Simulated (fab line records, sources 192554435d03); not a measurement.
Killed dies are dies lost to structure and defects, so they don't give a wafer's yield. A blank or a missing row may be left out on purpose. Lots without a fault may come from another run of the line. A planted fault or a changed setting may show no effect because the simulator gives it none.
Which tool did it? | flow n5_finfet | 6 lots, 18 wafers sampled, at 1 step of a route of 1938

WHAT THE GAUGES READ, wafer by wafer
N5_SPACER0_INSPECT_04: inspects for defects (darkfield).
lot  | measured    | on                | raw_defect_count
L934 | day 3 04:53 | defect_inspect-02 | 140 110 105
L937 | day 4 03:49 | defect_inspect-01 | 80 123 88
L939 | day 4 15:38 | defect_inspect-02 | 160 106 127
L941 | day 5 00:31 | defect_inspect-01 | 127 74 102
L952 | day 7 22:17 | defect_inspect-01 | 131 109 130
L955 | day 8 15:42 | defect_inspect-02 | 172 135 96

WHICH TOOL RAN EACH LOT (tool, then ch and the chambers of the sampled wafers, then the start)
The record holds no process step before these readings.

THE ANSWER, worked out from the rows above alone
Rule: what is usual is taken from the lots themselves. Put in order of their means at a reading, lots are off if they are a third of the lots or fewer, leave a main group of 4 or more, and stand apart from it by a gap of 3 or more times the standard deviation of the main group's means; of several such gaps the widest counts. A main group whose means are all the same, to the digits that the tables above print for the reading, isn't used. A lot without any number at a reading at which 4 lots or more have one is off too. The other lots that the step has rows for count as sound.
No lot is off at any reading shown: from this, nothing can be told.

WHAT THE SIMULATOR HAD PUT IN
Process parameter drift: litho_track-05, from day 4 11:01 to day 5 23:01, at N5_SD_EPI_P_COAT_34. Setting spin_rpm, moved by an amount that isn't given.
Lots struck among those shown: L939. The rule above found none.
